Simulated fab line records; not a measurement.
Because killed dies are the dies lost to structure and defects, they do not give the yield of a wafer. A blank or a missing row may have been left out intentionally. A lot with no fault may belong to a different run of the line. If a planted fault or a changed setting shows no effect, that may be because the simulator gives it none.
Which tool was responsible?    flow n5Finfet    Sampling: 24 lots, 72 wafers, 6 of 1938 route steps

## WHAT THE GAUGES SHOWED, per wafer
N5_BEOL_M11_OVL_MEAS_12. Usual: for M11_OVL the level is 0.2 nm and the standard deviation is 0.78.
lot   measured      on          M11_OVL (nm)    flag
L075  day 13 01:47  overlay-01  0.6 0.0 0.2     
L074  day 13 07:14  overlay-01  0.0 0.7 0.3     
L076  day 13 16:14  overlay-01  1.0 1.7 0.4     
L077  day 13 23:35  overlay-01  -0.3 1.0 -0.2   
L080  day 14 11:09  overlay-01  -0.6 0.3 0.1    
L081  day 14 14:57  overlay-01  0.2 0.7 1.3     
L079  day 14 23:09  overlay-01  0.2 -0.4 1.3    
L082  day 15 02:43  overlay-01  0.5 -0.8 0.0    
L083  day 15 03:28  overlay-01  -0.4 -0.1 0.4   
L078  day 15 06:44  overlay-01  0.2 0.3 0.5     
L085  day 15 19:05  overlay-01  1.3 1.1 2.0     
L086  day 15 21:31  overlay-01  0.2 0.2 -0.2    
L084  day 16 07:38  overlay-01  0.2 0.3 1.3     
L088  day 16 16:14  overlay-01  -0.3 -0.5 -0.6  
L089  day 16 16:16  overlay-01  -1.0 0.0 -0.8   
L087  day 17 02:19  overlay-01  0.3 0.0 2.3     
L091  day 17 02:29  overlay-01  -1.1 -0.8 0.8   
L090  day 17 21:36  overlay-01  0.2 0.0 0.1     
L093  day 18 02:54  overlay-01  0.3 -0.6 -0.8   
L094  day 18 05:53  overlay-01  0.6 1.2 1.3     
L092  day 18 11:56  overlay-01  0.8 -0.3 -0.9   
L097  day 18 21:49  overlay-02  0.1 -0.1 1.4    
L096  day 18 22:53  overlay-01  1.4 1.2 0.4     
L095  day 20 07:24  overlay-02  -0.6 0.5 0.2    

N5_BEOL_M13_CD_MEAS_10 targets a cd of 190 nm. Usual: cdNm reads 189.1 nm (standard deviation 1.5).
lot   measured      on        cdNm (nm)          flag
L075  day 13 13:43  cdSem-02  189.2 188.2 189.5  
L074  day 13 19:29  cdSem-03  189.5 192.0 191.3  
L076  day 14 04:38  cdSem-01  190.7 189.3 192.6  
L077  day 14 12:56  cdSem-02  189.0 191.6 190.0  
L080  day 14 21:53  cdSem-01  188.8 187.6 189.2  
L081  day 15 03:53  cdSem-01  190.3 188.7 188.3  
L079  day 15 12:44  cdSem-03  189.3 187.5 188.0  
L082  day 15 16:19  cdSem-03  189.8 187.7 189.0  
L083  day 15 15:55  cdSem-01  189.4 187.4 188.4  
L078  day 15 17:00  cdSem-01  188.5 188.0 190.3  
L085  day 16 05:41  cdSem-02  189.5 190.6 189.1  
L086  day 16 10:54  cdSem-01  190.6 188.5 188.5  
L084  day 16 20:45  cdSem-03  187.2 189.7 189.7  
L088  day 17 05:21  cdSem-03  190.4 189.6 190.1  
L089  day 17 05:08  cdSem-03  189.4 188.4 189.4  
L087  day 17 14:45  cdSem-03  184.6 187.6 185.8  
L091  day 17 14:47  cdSem-02  186.4 186.7 185.6  
L090  day 18 08:11  cdSem-02  190.3 187.8 187.8  
L093  day 18 14:20  cdSem-03  190.5 192.4 189.6  
L094  day 18 20:02  cdSem-02  190.4 188.7 190.4  
L092  day 18 23:11  cdSem-03  187.3 187.3 189.5  
L097  day 19 09:27  cdSem-02  189.1 189.5 188.2  
L096  day 19 10:05  cdSem-02  188.0 187.4 188.5  
L095  day 20 23:20  cdSem-02  186.3 185.6 189.2  

## EACH LOT AND THE TOOL THAT RAN IT (in order: tool; ch and the chambers of the sampled wafers; start)
lot   N5_BEOL_M10_DEP_56               N5_BEOL_M11_CURE_72           N5_BEOL_M12_STRIP_64                 N5_BEOL_M12_ETCH_67
L075  pecvd-01 ch 0,1, day 13 00:28    uvCure-01 ch 2, day 13 03:58  plasmaAsher-02 ch 1, day 13 06:55    rieDiel-05 ch 0,1, day 13 07:39
L074  pecvd-04 ch 0,1, day 13 04:57    uvCure-01 ch 2, day 13 11:32  plasmaAsher-01 ch 0,1, day 13 15:32  rieDiel-04 ch 0,1,2, day 13 16:18
L076  pecvd-02 ch 0,1, day 13 14:19    uvCure-01 ch 2, day 13 18:15  plasmaAsher-01 ch 0, day 13 22:51    rieDiel-04 ch 0,1,2, day 13 23:57
L077  pecvd-04 ch 0,1,2, day 13 20:13  uvCure-01 ch 0, day 14 02:34  plasmaAsher-02 ch 0,1, day 14 05:24  rieDiel-04 ch 1,2, day 14 06:13
L080  pecvd-02 ch 0,1,2, day 14 06:28  uvCure-03 ch 0, day 14 14:13  plasmaAsher-02 ch 1, day 14 17:49    rieDiel-04 ch 2,3, day 14 18:35
L081  pecvd-01 ch 1,2, day 14 13:02    uvCure-01 ch 0, day 14 17:22  plasmaAsher-01 ch 0,1, day 14 20:52  rieDiel-01 ch 2,3, day 14 21:55
L079  pecvd-02 ch 0,2, day 14 19:50    uvCure-03 ch 1, day 15 01:34  plasmaAsher-02 ch 0,1, day 15 07:29  rieDiel-01 ch 1,2,3, day 15 08:13
L082  pecvd-02 ch 0,1,2, day 15 00:31  uvCure-01 ch 1, day 15 06:27  plasmaAsher-02 ch 0,1, day 15 11:39  rieDiel-01 ch 1,3, day 15 12:23
L083  pecvd-02 ch 0,1, day 15 01:50    uvCure-01 ch 0, day 15 06:09  plasmaAsher-02 ch 0,1, day 15 09:59  rieDiel-01 ch 1,2,3, day 15 11:47
L078  pecvd-02 ch 0,2, day 15 05:03    uvCure-01 ch 0, day 15 10:19  plasmaAsher-02 ch 0,1, day 15 13:40  rieDiel-04 ch 1,3, day 15 14:16
L085  pecvd-01 ch 0,1,2, day 15 17:31  uvCure-02 ch 2, day 15 21:06  plasmaAsher-01 ch 0,1, day 16 00:13  rieDiel-04 ch 0,2,3, day 16 00:56
L086  pecvd-04 ch 0,1,2, day 15 19:22  uvCure-02 ch 1, day 16 03:46  plasmaAsher-01 ch 0,1, day 16 07:23  rieDiel-05 ch 2,3, day 16 07:57
L084  pecvd-04 ch 1,2, day 16 06:25    uvCure-02 ch 0, day 16 11:06  plasmaAsher-01 ch 0,1, day 16 16:36  rieDiel-01 ch 0,1,3, day 16 17:41
L088  pecvd-01 ch 0,2, day 16 11:34    uvCure-03 ch 0, day 16 19:36  plasmaAsher-01 ch 0,1, day 16 23:31  rieDiel-05 ch 0,1, day 17 00:13
L089  pecvd-04 ch 0,1, day 16 12:15    uvCure-03 ch 2, day 16 18:57  plasmaAsher-01 ch 0, day 16 22:45    rieDiel-04 ch 0,1,3, day 16 23:21
L087  pecvd-02 ch 0,1, day 16 21:38    uvCure-01 ch 2, day 17 03:58  plasmaAsher-02 ch 0,1, day 17 08:41  rieDiel-01 ch 1,3, day 17 09:26
L091  pecvd-02 ch 0,1, day 16 21:56    uvCure-03 ch 1, day 17 06:41  plasmaAsher-02 ch 0,1, day 17 10:05  rieDiel-05 ch 0,2,3, day 17 11:05
L090  pecvd-04 ch 0,2, day 17 19:47    uvCure-03 ch 1, day 18 00:11  plasmaAsher-02 ch 0,1, day 18 04:06  rieDiel-04 ch 0,1,2, day 18 04:50
L093  pecvd-01 ch 0,1,2, day 18 00:44  uvCure-01 ch 0, day 18 07:14  plasmaAsher-02 ch 0,1, day 18 10:55  rieDiel-04 ch 1,2, day 18 11:40
L094  pecvd-02 ch 0,1,2, day 18 03:31  uvCure-03 ch 0, day 18 11:38  plasmaAsher-01 ch 0,1, day 18 15:46  rieDiel-04 ch 1,2,3, day 18 16:22
L092  pecvd-01 ch 0,1, day 18 08:20    uvCure-02 ch 1, day 18 15:04  plasmaAsher-02 ch 0,1, day 18 19:43  rieDiel-04 ch 1,3, day 18 20:27
L097  pecvd-01 ch 0,1, day 18 20:28    uvCure-02 ch 0, day 19 00:54  plasmaAsher-02 ch 0,1, day 19 05:25  rieDiel-01 ch 0,2, day 19 06:08
L096  pecvd-01 ch 0,2, day 18 21:31    uvCure-03 ch 1, day 19 01:35  plasmaAsher-02 ch 0,1, day 19 06:41  rieDiel-05 ch 1,2,3, day 19 07:25
L095  pecvd-04 ch 1,2, day 20 05:17    uvCure-03 ch 1, day 20 10:52  plasmaAsher-01 ch 0,1, day 20 15:26  rieDiel-01 ch 0,2,3, day 20 16:09
- N5_BEOL_M10_DEP_56: deposits SiCN from 3MS/NH3, target thk 15 nm, time 26.5 s.
- N5_BEOL_M11_CURE_72: cures SiCOH lowk, time 120 s.
- N5_BEOL_M12_STRIP_64: strips in N2/H2.
- N5_BEOL_M12_ETCH_67: etches SiARC in CF4, target depth 143 nm, time 238.3 s.

## AS READ BY THE TOOLS THEMSELVES (means over the sampled wafers that have a number; for cases with no such wafer, the mark the record gives instead)
N5_BEOL_M10_DEP_56. Usual: chamberPressureTorr 3.001 Torr, standard deviation 0.0062; showerheadPlenumPTorr 3.660 Torr, standard deviation 0.014; throttleValvePct 9.1 %, standard deviation 0.56.
lot   tool      chamberPressureTorr (Torr)  showerheadPlenumPTorr (Torr)  throttleValvePct (%)  flag
L075  pecvd-01  3.002                       3.663                         9.4                   
L074  pecvd-04  3.008                       3.669                         9.7                   
L076  pecvd-02  2.998                       3.664                         9.1                   
L077  pecvd-04  2.998                       3.664                         9.2                   
L080  pecvd-02  2.996                       3.663                         8.7                   
L081  pecvd-01  2.999                       3.664                         9.1                   
L079  pecvd-02  3.001                       3.650                         8.4                   
L082  pecvd-02  3.002                       3.665                         8.8                   
L083  pecvd-02  3.007                       3.669                         9.2                   
L078  pecvd-02  2.997                       3.653                         8.4                   
L085  pecvd-01  2.997                       3.653                         9.4                   
L086  pecvd-04  2.997                       3.667                         9.3                   
L084  pecvd-04  3.000                       3.666                         9.1                   
L088  pecvd-01  3.001                       3.636                         9.0                   
L089  pecvd-04  3.005                       3.667                         9.8                   
L087  pecvd-02  3.000                       3.664                         9.1                   
L091  pecvd-02  3.013                       3.659                         9.1                   
L090  pecvd-04  3.003                       3.661                         8.7                   
L093  pecvd-01  3.002                       3.653                         9.1                   
L094  pecvd-02  3.008                       3.660                         9.0                   
L092  pecvd-01  2.996                       3.658                         9.6                   
L097  pecvd-01  2.994                       3.653                         9.5                   
L096  pecvd-01  3.001                       3.644                         8.8                   
L095  pecvd-04  3.003                       3.664                         8.5                   

N5_BEOL_M11_CURE_72. Usual: lampPowerPct 52.31 %, standard deviation 0.051; wafer_temp_C_max 372.1, standard deviation 0.76.
lot   tool       lampPowerPct (%)  wafer_temp_C_max  flag
L075  uvCure-01  52.37             373.4             
L074  uvCure-01  52.33             373.2             
L076  uvCure-01  52.32             373.0             
L077  uvCure-01  52.35             371.9             
L080  uvCure-03  52.30             371.6             
L081  uvCure-01  52.31             371.8             
L079  uvCure-03  52.30             372.1             
L082  uvCure-01  52.29             372.7             
L083  uvCure-01  52.32             372.2             
L078  uvCure-01  52.25             371.9             
L085  uvCure-02  52.32             371.5             
L086  uvCure-02  52.32             372.2             
L084  uvCure-02  52.30             371.4             
L088  uvCure-03  52.31             371.4             
L089  uvCure-03  52.30             371.4             
L087  uvCure-01  52.31             374.1             
L091  uvCure-03  52.30             371.4             
L090  uvCure-03  52.28             371.7             
L093  uvCure-01  52.36             372.5             
L094  uvCure-03  52.25             371.9             
L092  uvCure-02  52.33             371.9             
L097  uvCure-02  52.32             371.3             
L096  uvCure-03  52.29             372.5             
L095  uvCure-03  52.32             372.1             

N5_BEOL_M12_STRIP_64. Usual: drypumpMotorCurrentA 5.61 A, standard deviation 0.2; heaterPowerW 318 W, standard deviation 33; oesProductAu 0.714 a.u., standard deviation 0.0043; stripTimeToEndpointS 31.32 s, standard deviation 0.083.
lot   tool            drypumpMotorCurrentA (A)  heaterPowerW (W)  oesProductAu (a.u.)  stripTimeToEndpointS (s)  flag
L075  plasmaAsher-02  5.84                      310               0.711                31.42                     
L074  plasmaAsher-01  5.39                      319               0.717                31.28                     
L076  plasmaAsher-01  5.28                      278               0.712                31.23                     
L077  plasmaAsher-02  5.72                      314               0.711                31.43                     
L080  plasmaAsher-02  5.83                      310               0.717                31.14                     
L081  plasmaAsher-01  5.39                      311               0.714                31.28                     
L079  plasmaAsher-02  5.78                      313               0.714                31.19                     
L082  plasmaAsher-02  5.72                      311               0.715                31.37                     
L083  plasmaAsher-02  5.71                      307               0.711                31.33                     
L078  plasmaAsher-02  5.72                      311               0.716                31.27                     
L085  plasmaAsher-01  5.46                      339               0.713                31.38                     
L086  plasmaAsher-01  5.35                      314               0.719                31.38                     
L084  plasmaAsher-01  5.38                      311               0.716                31.37                     
L088  plasmaAsher-01  5.44                      344               0.713                31.22                     
L089  plasmaAsher-01  5.28                      275               0.716                31.27                     
L087  plasmaAsher-02  5.71                      314               0.713                31.36                     
L091  plasmaAsher-02  5.78                      311               0.719                31.30                     
L090  plasmaAsher-02  5.77                      310               0.714                31.28                     
L093  plasmaAsher-02  5.78                      315               0.714                31.37                     
L094  plasmaAsher-01  5.37                      310               0.711                31.26                     
L092  plasmaAsher-02  5.78                      305               0.716                31.25                     
L097  plasmaAsher-02  5.79                      312               0.715                31.28                     
L096  plasmaAsher-02  5.77                      311               0.715                31.41                     
L095  plasmaAsher-01  5.44                      340               0.709                31.43                     

N5_BEOL_M12_ETCH_67. Usual: drypumpMotorCurrentA 5.6 A, standard deviation 0.55; etchRfOnTimeS 240 s, standard deviation 7.8; oesProductAu 0.68 a.u., standard deviation 0.073; rfVppV 184.1 V, standard deviation 1.2; showerheadPlenumPTorr 2.14 Torr, standard deviation 0.057; throttleValvePct 15.42 %, standard deviation 0.18.
lot   tool        drypumpMotorCurrentA (A)  etchRfOnTimeS (s)  oesProductAu (a.u.)  rfVppV (V)  showerheadPlenumPTorr (Torr)  throttleValvePct (%)  flag
L075  rieDiel-05  5.7                       249                0.65                 183.3       2.14                          15.53                 
L074  rieDiel-04  5.7                       244                0.70                 183.7       2.14                          15.38                 
L076  rieDiel-04  5.6                       245                0.69                 183.7       2.13                          15.40                 
L077  rieDiel-04  5.9                       241                0.66                 183.7       2.15                          15.54                 
L080  rieDiel-04  6.0                       240                0.75                 184.9       2.16                          15.19                 
L081  rieDiel-01  5.3                       234                0.73                 184.9       2.21                          15.24                 
L079  rieDiel-01  5.3                       236                0.67                 183.2       2.18                          15.39                 
L082  rieDiel-01  5.3                       242                0.62                 184.5       2.15                          15.54                 
L083  rieDiel-01  5.3                       236                0.67                 184.5       2.18                          15.39                 
L078  rieDiel-04  6.4                       236                0.72                 184.7       2.17                          15.49                 
L085  rieDiel-04  5.7                       239                0.71                 183.6       2.14                          15.26                 
L086  rieDiel-05  5.4                       239                0.64                 184.5       2.12                          15.47                 
L084  rieDiel-01  5.4                       238                0.69                 184.0       2.12                          15.45                 
L088  rieDiel-05  5.7                       245                0.64                 183.8       2.13                          15.58                 
L089  rieDiel-04  6.2                       235                0.73                 183.3       2.15                          15.38                 
L087  rieDiel-01  5.3                       240                0.61                 184.1       2.15                          15.57                 
L091  rieDiel-05  5.3                       243                0.64                 183.8       2.12                          15.55                 
L090  rieDiel-04  5.7                       243                0.66                 183.4       2.12                          15.46                 
L093  rieDiel-04  5.4                       252                0.60                 183.2       2.12                          15.49                 
L094  rieDiel-04  6.0                       241                0.66                 184.3       2.14                          15.44                 
L092  rieDiel-04  6.4                       231                0.72                 183.5       2.16                          15.38                 
L097  rieDiel-01  5.3                       236                0.73                 184.7       2.22                          15.30                 
L096  rieDiel-05  5.7                       243                0.64                 183.1       2.10                          15.49                 
L095  rieDiel-01  5.5                       237                0.70                 184.7       2.14                          15.38                 

## THE ANSWER, worked out from the rows above alone
Rule: lot off if the mean of its wafers having a number is beyond 3 standard deviations from the usual mean. Also off: a lot with no number at a reading for which 4 or more lots have one. The other lots that the step has rows for count as sound. The gauges are gone through in route order, then the tools' own readings, and for those a lot's mean is taken as printed above. At the first step where some lot is off, the reading lying furthest off is the one used; lots without a number count as furthest.
Across all readings shown, no lot is off: no conclusion can be drawn from this.

## WHAT THE SIMULATOR PUT IN
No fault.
